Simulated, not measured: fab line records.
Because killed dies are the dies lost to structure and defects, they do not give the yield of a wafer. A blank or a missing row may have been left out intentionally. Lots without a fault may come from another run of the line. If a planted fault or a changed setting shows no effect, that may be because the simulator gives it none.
fab line records	flow nand_harc
record lots=6	wafers=18	last_day=25
route steps=1159 shown A_STAIRCASE@613 END@1159
lots with no fault: from the same line, run without faults
start_h: hours from the record's opening day to when the first of the lot's shown wafers began	wait_h: how many hours have passed since the lot's step before this one	" unchanged from the row above	L1.1+2: one row covering several wafers at once	- value missing, or start not given	* or withheld: withheld	< > ~ a bound
route shown NAME@n: NAME is a module with steps in the file, n the number in the route of the first one	usual: the fault-free wafers' mean and standard deviation	same: alike in all rows	chamber/n: place in a boat	sites: per-site readings	_std_site: the standard deviation of these	_edge_site: the outer-site mean with the inner-site mean subtracted	radius_mm: for every site, how far away it sits from the centre of the wafer	mask NAME#n: copy n	behind: the most recent tool/chamber to have shaped the wafer	hold: what put the lot on hold/how long, in hours/how the hold closed	device: the transistor (n, p or np) that didn't switch	end of line: the same wafers' tests at the end of the route	a step without rows: its recipe alone	killed: not the wafer's yield, but the dies lost to structure and defects at the first sort	map: per-die view of a wafer (x killed, . not killed, _ where there is no die)
set.NAME: the setting that was run; set.NAME@STEP: the one run at that earlier step	model.NAME: the simulator's own value behind a step, which no gauge read
certain route steps with their lots: each step a table, each wafer a row
services: when a tool's chamber went out of use (start_h, in hours from the record's first day, below 0 if earlier), for how many hours, and the reason
## steps
# step NHARC_A_STAIRCASE_DESCUM_219
# recipe time_s=3	o2_flow_sccm=200	ar_flow_sccm=0	bias_power_w=0	chemistry=O2
# step NHARC_A_STAIRCASE_TRIM_220
# recipe time_s=211.2	o2_flow_sccm=500	ar_flow_sccm=0	bias_w=0	chemistry=O2
# usual drypump_motor_current_A=5.5/0.42	oes_product_au=1.003/0.012	rf_vpp_V=57.8/0.85	showerhead_plenum_p_Torr=3.51/0.099	throttle_valve_pct=17.036/0.0085
lot.wafer	tool	chamber	start_h	wait_h	drypump_motor_current_A	oes_product_au	rf_hours_counter_h	rf_vpp_V	showerhead_plenum_p_Torr	throttle_valve_pct
L849.3	rie_diel-03	2	266.02	0.1	5.2	1.012	18	58.3	3.64	17.032
L849.2	"	3	"	"	6.0	1.005	18	57.5	3.50	17.038
L849.5	"	1	"	"	4.9	1.001	-	57.9	3.60	17.036
L857.4	rie_diel-02	2	313.10	0.1	5.4	1.000	57	58.3	3.41	17.027
L857.1	"	0	"	"	5.8	1.006	58	57.1	3.39	17.049
L857.6	"	2	"	"	5.3	0.991	-	58.1	3.41	17.039
L854.3	rie_diel-12	3	316.10	0.1	5.3	0.992	35	58.6	3.59	17.018
L854.1	"	0	"	"	5.6	0.983	38	59.4	3.61	17.034
L854.2	"	2	"	"	6.1	0.970	36	57.6	3.69	17.049
L860.2	rie_diel-03	1	329.32	0.1	4.9	1.001	39	57.8	3.59	17.029
L860.5	"	1	"	"	4.9	1.003	-	57.7	3.59	17.031
L860.6	"	2	"	"	5.2	1.003	-	57.6	3.62	17.045
L862.3	rie_diel-03	1	355.66	0.2	4.9	1.000	46	59.1	3.58	17.037
L862.1	"	2	"	"	5.2	1.017	51	57.9	3.62	17.044
L862.6	"	3	"	"	6.1	1.025	-	59.1	3.48	17.030
L868.3	rie_diel-03	3	379.82	0.1	6.0	1.020	62	57.9	3.47	17.032
L868.2	"	1	"	"	4.9	1.006	56	58.8	3.58	17.035
L868.6	"	3	"	"	6.1	1.030	-	56.8	3.47	17.044
# step NHARC_A_STAIRCASE_ETCH_221
# recipe target_depth_a=1000	time_s=40.5	ion_energy_ev=400	c4f8_flow_sccm=20	o2_flow_sccm=10	ar_flow_sccm=withheld	rf_w=600	bias_w=1000	chemistry=C4F8/O2
# usual oes_product_au=0.938/0.013	rf_vpp_V=895/3.7
lot.wafer	tool	chamber	start_h	wait_h	oes_product_au	rf_hours_counter_h	rf_vpp_V
L849.3	rie_diel-03	2	-	-	0.933	18	899
L849.2	"	3	"	"	0.933	18	895
L849.5	"	1	"	"	0.928	-	900
L857.1	rie_diel-02	3	-	-	0.940	55	893
L857.4	"	2	"	"	0.927	57	891
L857.6	"	0	"	"	0.948	-	892
L854.2	rie_diel-12	2	-	-	0.909	36	902
L854.1	"	0	"	"	0.902	38	899
L854.3	"	1	"	"	0.939	38	891
L860.2	rie_diel-03	3	-	-	0.969	42	895
L860.6	"	0	"	"	0.948	-	895
L860.5	"	1	"	"	0.936	-	897
L862.3	rie_diel-03	3	-	-	0.943	51	894
L862.1	"	2	"	"	0.934	51	899
L862.6	"	3	"	"	0.954	-	893
L868.3	rie_diel-03	0	-	-	0.939	61	894
L868.2	"	2	"	"	0.928	60	899
L868.6	"	0	"	"	0.945	-	894
# step NHARC_A_STAIRCASE_TRIM_222
# recipe time_s=211.2	o2_flow_sccm=500	ar_flow_sccm=0	bias_w=0	chemistry=O2
# step NHARC_A_STAIRCASE_ETCH_223
# recipe target_depth_a=1000	time_s=40.5	ion_energy_ev=400	c4f8_flow_sccm=20	o2_flow_sccm=10	ar_flow_sccm=withheld	rf_w=600	bias_w=1000	chemistry=C4F8/O2
# step NHARC_A_STAIRCASE_TRIM_224
# recipe time_s=211.2	o2_flow_sccm=500	ar_flow_sccm=0	bias_w=0	chemistry=O2
# step NHARC_A_STAIRCASE_ETCH_225
# recipe target_depth_a=1000	time_s=40.5	ion_energy_ev=400	c4f8_flow_sccm=20	o2_flow_sccm=10	ar_flow_sccm=withheld	rf_w=600	bias_w=1000	chemistry=C4F8/O2
# step NHARC_A_STAIRCASE_TRIM_226
# recipe time_s=211.2	o2_flow_sccm=500	ar_flow_sccm=0	bias_w=0	chemistry=O2
# usual drypump_motor_current_A=5.5/0.42	oes_product_au=1.003/0.013	rf_vpp_V=57.7/0.86	showerhead_plenum_p_Torr=3.51/0.1	throttle_valve_pct=17.036/0.0099
lot.wafer	tool	chamber	start_h	wait_h	drypump_motor_current_A	oes_product_au	rf_hours_counter_h	rf_vpp_V	showerhead_plenum_p_Torr	throttle_valve_pct
L849.2	rie_diel-03	0	-	-	5.1	1.022	16	57.1	3.51	17.040
L849.3	"	2	"	"	5.2	1.021	18	59.4	3.64	17.039
L849.5	"	1	"	"	4.9	1.001	-	59.0	3.60	17.036
L857.4	rie_diel-02	2	-	-	5.3	0.990	57	56.9	3.41	17.038
L857.1	"	3	"	"	5.2	1.008	55	57.1	3.47	17.035
L857.6	"	1	"	"	6.0	0.997	-	57.5	3.30	17.031
L854.1	rie_diel-12	0	-	-	5.6	0.977	38	58.2	3.61	17.037
L854.3	"	1	"	"	5.9	1.002	38	57.1	3.40	17.038
L854.2	"	2	"	"	6.1	0.975	36	56.6	3.69	17.011
L860.2	rie_diel-03	2	-	-	5.2	1.009	42	57.1	3.62	17.024
L860.6	"	2	"	"	5.2	1.005	-	57.7	3.62	17.037
L860.5	"	3	"	"	6.1	1.017	-	59.4	3.48	17.040
L862.1	rie_diel-03	0	-	-	5.1	1.006	49	57.3	3.49	17.038
L862.3	"	1	"	"	4.9	1.003	47	57.4	3.58	17.041
L862.6	"	2	"	"	5.2	1.011	-	59.1	3.62	17.047
L868.2	rie_diel-03	3	-	-	6.1	1.022	63	57.8	3.47	17.052
L868.3	"	0	"	"	5.1	1.022	61	58.1	3.49	17.038
L868.6	"	0	"	"	5.1	1.020	-	56.9	3.49	17.041
# step NHARC_A_STAIRCASE_ETCH_227
# recipe target_depth_a=1000	time_s=40.5	ion_energy_ev=400	c4f8_flow_sccm=20	o2_flow_sccm=10	ar_flow_sccm=withheld	rf_w=600	bias_w=1000	chemistry=C4F8/O2
# step NHARC_A_STAIRCASE_TRIM_229
# recipe time_s=211.2	o2_flow_sccm=500	ar_flow_sccm=0	bias_w=0	chemistry=O2
# usual drypump_motor_current_A=5.4/0.42	oes_product_au=1.001/0.014	rf_vpp_V=57.7/0.88	showerhead_plenum_p_Torr=3.51/0.11	throttle_valve_pct=17.036/0.0095
lot.wafer	tool	chamber	start_h	wait_h	drypump_motor_current_A	oes_product_au	rf_hours_counter_h	rf_vpp_V	showerhead_plenum_p_Torr	throttle_valve_pct
L849.3	rie_diel-03	2	267.22	0.1	5.2	1.010	18	59.2	3.64	17.019
L849.2	"	0	"	"	5.1	0.999	16	56.0	3.51	17.030
L849.5	"	1	"	"	4.9	0.986	-	58.7	3.60	17.050
L857.1	rie_diel-03	3	314.26	0.1	6.1	1.021	36	57.5	3.49	17.045
L857.4	"	0	"	"	5.1	1.010	33	57.0	3.50	17.022
L857.6	"	3	"	"	6.0	1.016	-	57.9	3.49	17.040
L854.3	rie_diel-03	2	317.14	0.1	5.2	0.998	37	58.0	3.63	17.032
L854.1	"	0	"	"	5.1	0.999	34	57.1	3.50	17.066
L854.2	"	1	"	"	4.9	0.987	34	58.1	3.59	17.041
L860.2	rie_diel-12	3	330.57	0.1	5.3	0.990	39	57.2	3.58	17.033
L860.6	"	2	"	"	6.1	0.976	-	56.9	3.69	17.038
L860.5	"	3	"	"	5.3	0.995	-	57.3	3.58	17.021
L862.1	rie_diel-02	3	357.58	0.1	5.2	1.035	7	58.3	3.46	17.033
L862.3	"	0	"	"	5.8	1.007	6	56.6	3.39	17.041
L862.6	"	0	"	"	5.8	1.022	-	55.7	3.39	17.048
L868.3	rie_diel-02	2	381.07	0.1	5.4	0.992	15	58.7	3.40	17.037
L868.2	"	0	"	"	5.8	1.017	14	58.3	3.38	17.030
L868.6	"	2	"	"	5.4	0.989	-	57.5	3.40	17.041
# step NHARC_A_STAIRCASE_ETCH_230
# recipe target_depth_a=1000	time_s=40.5	ion_energy_ev=400	c4f8_flow_sccm=20	o2_flow_sccm=10	ar_flow_sccm=withheld	rf_w=600	bias_w=1000	chemistry=C4F8/O2
# step NHARC_A_STAIRCASE_TRIM_231
# recipe time_s=211.2	o2_flow_sccm=500	ar_flow_sccm=0	bias_w=0	chemistry=O2
# usual drypump_motor_current_A=5.5/0.43	oes_product_au=1.005/0.013	rf_vpp_V=57.8/0.88	showerhead_plenum_p_Torr=3.51/0.1	throttle_valve_pct=17.036/0.0085
lot.wafer	tool	chamber	start_h	wait_h	drypump_motor_current_A	oes_product_au	rf_hours_counter_h	rf_vpp_V	showerhead_plenum_p_Torr	throttle_valve_pct
L849.2	rie_diel-03	0	267.50	-	5.1	1.005	16	57.2	3.51	17.033
L849.3	"	1	"	"	4.9	0.995	16	57.3	3.60	17.032
L849.5	"	3	"	"	6.0	1.014	-	58.6	3.50	17.033
L857.1	rie_diel-03	0	314.55	-	5.1	1.022	33	57.5	3.50	17.038
L857.4	"	1	"	"	4.9	1.195	33	58.5	3.59	17.044
L857.6	"	0	"	"	5.1	1.215	-	57.9	3.50	17.027
L854.3	rie_diel-03	3	317.41	-	6.1	1.224	37	57.9	3.49	17.033
L854.1	"	1	"	"	4.9	0.991	34	58.4	3.59	17.040
L854.2	"	2	"	"	5.2	1.011	38	58.3	3.63	17.050
L860.2	rie_diel-12	2	330.85	-	6.1	0.974	43	58.1	3.69	17.056
L860.5	"	0	"	"	5.6	0.990	-	59.0	3.60	17.047
L860.6	"	1	"	"	5.9	1.004	-	57.7	3.40	17.045
L862.3	rie_diel-02	2	357.87	-	5.3	0.987	7	56.8	3.40	17.024
L862.1	"	0	"	"	5.9	1.016	7	56.8	3.39	17.040
L862.6	"	1	"	"	6.0	0.990	-	56.3	3.29	17.042
L868.3	rie_diel-02	3	381.35	-	5.2	1.029	14	58.3	3.45	17.040
L868.2	"	0	"	"	5.8	1.010	14	56.8	3.38	17.054
L868.6	"	1	"	"	6.0	0.988	-	55.8	3.29	17.023
# step NHARC_A_STAIRCASE_ETCH_232
# recipe target_depth_a=1000	time_s=40.5	ion_energy_ev=400	c4f8_flow_sccm=20	o2_flow_sccm=10	ar_flow_sccm=withheld	rf_w=600	bias_w=1000	chemistry=C4F8/O2
# usual oes_product_au=0.951/0.016	rf_vpp_V=895/3.9
lot.wafer	tool	chamber	start_h	wait_h	oes_product_au	rf_hours_counter_h	rf_vpp_V
L849.3	rie_diel-03	0	-	-	0.962	16	895
L849.2	"	2	"	"	0.956	18	900
L849.5	"	0	"	"	0.961	-	895
L857.1	rie_diel-03	0	-	-	0.958	33	894
L857.4	"	2	"	"	0.970	37	901
L857.6	"	0	"	"	0.961	-	896
L854.1	rie_diel-03	2	-	-	0.969	38	900
L854.2	"	0	"	"	0.959	34	894
L854.3	"	1	"	"	0.967	34	899
L860.2	rie_diel-12	1	-	-	0.959	45	891
L860.5	"	0	"	"	0.939	-	898
L860.6	"	1	"	"	0.954	-	891
L862.1	rie_diel-02	1	-	-	0.941	8	888
L862.3	"	2	"	"	0.940	8	891
L862.6	"	0	"	"	0.962	-	891
L868.2	rie_diel-02	3	-	-	0.990	14	892
L868.3	"	1	"	"	0.937	14	886
L868.6	"	0	"	"	0.969	-	891
# step NHARC_END_SORT_01
# recipe temp_c=25
# usual killed_at_array=28/11	killed_at_other=0.5/0.87	killed_at_periphery=2.9/2.2	killed_dies=32/11	killed_open=3.2/1.9	killed_short=1.8/1.4
# same gross_dies=677
lot.wafer	tool	chamber	start_h	wait_h	killed_at_array	killed_at_other	killed_at_periphery	killed_dies	killed_open	killed_short
L857.1	prober-02	0	506.85	2.5	12	1	3	16	3	2
L857.4	prober-02	0	509.24	3.4	65	0	1	66	3	1
L857.6	prober-02	0	510.83	4.0	20	1	6	27	5	2
L854.3	prober-01	0	510.10	3.1	34	0	5	39	3	2
# killed by level:class
L857.1 A_CHANNEL_HOLE_D1:chamber_film_flake=4 A_STAIRCASE:chamber_film_flake=3 P_GATE:geometric_particle:short=1 P_GATE:geometric_particle:open=1 A_CHANNEL_FILL_D1:geometric_particle:open=1 A_WL_FILL:geometric_particle:short=1 A_WL_FILL:geometric_particle:open=1 P_GATE:chamber_film_flake=1
L857.4 A_STAIRCASE:area_trim=49 A_CHANNEL_HOLE_D1:chamber_film_flake=5 A_STAIRCASE:chamber_film_flake=4 A_CONTACT:chamber_film_flake=2 A_CHANNEL_FILL_D1:geometric_particle:open=1 A_CONTACT:geometric_particle:short=1 A_CONTACT:geometric_particle:open=1 A_M0:geometric_particle:open=1
L854.3 A_SLIT:chamber_film_flake=12 A_STAIRCASE:area_trim=9 A_CHANNEL_HOLE_D1:chamber_film_flake=4 A_STAIRCASE:chamber_film_flake=3 P_STI:chamber_film_flake=2 P_CONTACT:geometric_particle:open=1 P_M0:geometric_particle:open=1 A_WL_FILL:geometric_particle:short=1
L857.6 A_STAIRCASE:chamber_film_flake=7 A_CHANNEL_HOLE_D1:chamber_film_flake=4 P_ZERO_WELL:chamber_film_flake=3 A_STAIRCASE:area_trim=3 A_WL_FILL:chamber_film_flake=2 P_GATE:geometric_particle:short=1 P_CONTACT:geometric_particle:open=1 P_M1:geometric_particle:open=1
## services
tool	chamber	start_h	hours	kind
rie_diel-03	0	248.88	-	clean
rie_diel-03	1	248.88	-	clean
rie_diel-03	2	248.88	-	clean
rie_diel-03	3	248.88	-	clean
rie_diel-03	0	273.49	-	clean
rie_diel-03	1	273.49	-	clean
rie_diel-03	2	273.49	-	clean
rie_diel-03	3	273.49	-	clean
rie_diel-02	3	287.61	5.5	repair
rie_diel-03	0	298.09	-	clean
rie_diel-03	1	298.09	-	clean
rie_diel-03	2	298.09	-	clean
rie_diel-03	3	298.09	-	clean
rie_diel-12	3	319.36	2.0	repair
rie_diel-03	0	322.60	-	clean
rie_diel-03	1	322.60	-	clean
rie_diel-03	2	322.60	-	clean
rie_diel-03	3	322.60	-	clean
rie_diel-02	-	327.86	9.0	pm
rie_diel-03	1	332.84	6.5	repair
rie_diel-12	1	337.97	1.2	repair
rie_diel-03	0	347.13	-	clean
rie_diel-03	1	347.13	-	clean
rie_diel-12	-	379.86	9.0	pm
## key
first_sign step=NHARC_A_STAIRCASE_TRIM_231	reading=oes_product_au	direction=up	sigmas=15	usual=1.005	struck=1.211
more_kills_born_at NHARC_A_STAIRCASE_TRIM_231@rie_diel-03=61
met_at NHARC_A_STAIRCASE_TRIM_231
struck_wafers L854.3,L857.4,L857.6
tester_left_out L854,L857
onset_between 267.50 314.55
fault kind=process_parameter_drift	tool=rie_diel-03	chamber=-	onset_h=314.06	steps=NHARC_A_STAIRCASE_TRIM_231	channel=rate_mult	offset=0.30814	shape=step	end_h=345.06	scope=struck_wafers_only
# tester_left_out: of these lots the tester's yield and bins aren't shown, on N5 and GAA mostly nor the transistor test; their killed dies are dies lost to structure and defects alone, not to doping, threshold or leakage, so they don't give the yield
